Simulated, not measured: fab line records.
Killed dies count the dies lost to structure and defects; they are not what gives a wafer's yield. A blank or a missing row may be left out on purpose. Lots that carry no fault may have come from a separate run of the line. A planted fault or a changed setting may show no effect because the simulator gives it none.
Split-lot trial -- flow n5_finfet -- 21 wafers read across 7 lots, on a route 1938 steps long

== ABOUT THE SPLIT ==
At N5_BEOL_M0_SAQP_COAT_105 (time 60 s, resist thk 100 nm), the setting spin_rpm was moved away from the recipe's 1500 rpm on 6 of the 21 wafers read, by -6.7% to +9.0%. This setting was run at the recipe's value on the other wafers.

The reading is taken at the split's own step.

== THE READING ==
SOC_of_BEOL_M0_SAQP_COAT_105.thk_nm (the simulator's own value, which no gauge read), in nm, at N5_BEOL_M0_SAQP_COAT_105 (time 60 s, resist thk 100 nm). The file does not state a usual value for it. Across the 15 wafers here that went through the recipe, the average is 100.1 nm and the standard deviation 0.36 nm.

wafer,"tool, chamber at the split","spin_rpm as run, rpm",against the recipe,"SOC_of_BEOL_M0_SAQP_COAT_105.thk_nm, nm",against lot-mates on the recipe
L075.1,"litho_track-04, 0",1556,+3.7%,98.6,-1.8
L075.2,"litho_track-04, 0",1556,+3.7%,98.2,-2.2
L075.4,"litho_track-04, 0",1500,recipe,100.4,-
L080.3,"litho_track-01, 0",1500,recipe,99.6,-
L080.5,"litho_track-01, 0",1500,recipe,99.6,-
L080.6,"litho_track-01, 0",1399,-6.7%,102.6,+3.0
L082.1,"litho_track-01, 0",1635,+9.0%,95.2,-4.5
L082.3,"litho_track-01, 0",1500,recipe,99.6,-
L082.4,"litho_track-01, 0",1500,recipe,99.8,-
L084.2,"litho_track-01, 0",1619,+7.9%,96.2,-3.5
L084.3,"litho_track-01, 0",1500,recipe,99.6,-
L084.4,"litho_track-01, 0",1500,recipe,99.8,-
L091.1,"litho_track-04, 0",1500,recipe,100.4,-
L091.3,"litho_track-04, 0",1500,recipe,100.2,-
L091.6,"litho_track-04, 0",1500,recipe,100.2,-
L092.1,"litho_track-03, 0",1600,+6.7%,97,-3.4
L092.5,"litho_track-03, 0",1500,recipe,100.4,-
L092.6,"litho_track-03, 0",1500,recipe,100.4,-
L095.3,"litho_track-04, 0",1500,recipe,100.4,-
L095.4,"litho_track-04, 0",1500,recipe,100.6,-
L095.6,"litho_track-04, 0",1500,recipe,100,-

THE FIT
A straight line over all 21 wafers: SOC_of_BEOL_M0_SAQP_COAT_105.thk_nm changes by -0.471 nm for each +1% of spin_rpm; r = -0.97; the points scatter about the line by 0.38 nm.
The same after taking each lot's own level away (the mean of its wafers on the recipe; 21 wafers): -0.479 nm for each +1%; r = -0.99; scatter 0.18 nm.
The reading moves by 4.3 nm for the largest change in spin_rpm, on that fit.
The span of the lots' own levels, 99.60 to 100.40 nm, comes to 2.3 times the standard deviation stated above.
So the lot-to-lot level changes the slope little: the two slopes agree.
Check: with one of the wafers moved furthest among these (+9.0%) left out of the fit, the line predicts -4.27 nm for it against its lot-mates. It came out at -4.5 nm against them.

== THESE WAFERS: OTHER SPLITS ==
Note: prior to the reading, these wafers also went through further splits. Each is held against what the fit with the lots' levels taken away leaves over:
other split on the same wafers,wafers away from the commonest value,r with SOC_of_BEOL_M0_SAQP_COAT_105.thk_nm (lot level and that fit taken away)
N5_BEOL_M0_SAQP_SPACER1_ALD_98 ald_cycles,6,+0.31

== FILE'S OWN FIT ==
SOC_of_BEOL_M0_SAQP_COAT_105.thk_nm changes by -0.479 nm for each +1% of spin_rpm, r = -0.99.
